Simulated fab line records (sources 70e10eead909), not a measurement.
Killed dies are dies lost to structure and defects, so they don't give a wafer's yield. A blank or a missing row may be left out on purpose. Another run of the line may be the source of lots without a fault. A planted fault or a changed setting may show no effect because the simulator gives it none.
Chamber matching ; flow nand-harc ; 4 sister chambers for NHARC_A_CHANNEL_FILL_D2_ALD_16 on ald-hk-03
The step deposits SiO2, target thk 1.5 nm, pulse time 10 s, ald cycles 15. 8 wafers are shown with their chamber, then 10 later ones without.

WAFERS PAIRED WITH THEIR CHAMBERS
wafer;chamber;heater-power-w (W);precursor-pulse-height-rel
L083.3;0;541;1.007
L086.3;0;536;0.991
L086.4;1;507;1.017
L088.2;3;561;0.996
L088.5;2;490;1.001
L088.6;1;518;1.005
L090.2;3;561;0.984
L090.4;2;505;1.022

WAFERS MISSING THEIR CHAMBER
wafer;heater-power-w (W);precursor-pulse-height-rel
L090.5;552;1.009
L092.2;508;0.986
L092.4;565;0.982
L092.6;483;1.014
L093.1;533;1.010
L093.2;505;1.027
L093.5;489;1.004
L095.1;492;0.976
L095.2;567;1.012
L095.6;495;0.973

WHICH CHAMBER EACH ONE RAN IN
wafer;from the rows above;in truth
L090.5;can't be placed: 3 or 0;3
L092.2;can't be placed: 1 or 2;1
L092.4;3;3
L092.6;2;2
L093.1;can't be placed: 0 or 1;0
L093.2;can't be placed: 2 or 1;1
L093.5;2;2
L095.1;can't be placed: 2 or 1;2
L095.2;3;3
L095.6;can't be placed: 2 or 1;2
Correct placement for 4 of the 10. These rows do not allow placing 6 (true chamber among the candidates in 6). Number placed wrongly: 0.
How it was worked out, from the rows above alone: a wafer's distance from a chamber is the root of the sum, over the readings, of the square of ((its reading less the chamber's mean) divided by the reading's scatter). If the next closest chamber is less than 2 further off than the closest, the wafer can't be placed; otherwise it belongs to the closest. Each chamber's mean is taken over the wafers shown for it. How the scatter is found: for the shown wafers, subtract from each reading the mean of its chamber, square and add these, divide the total by (wafers less chambers), then take the root.
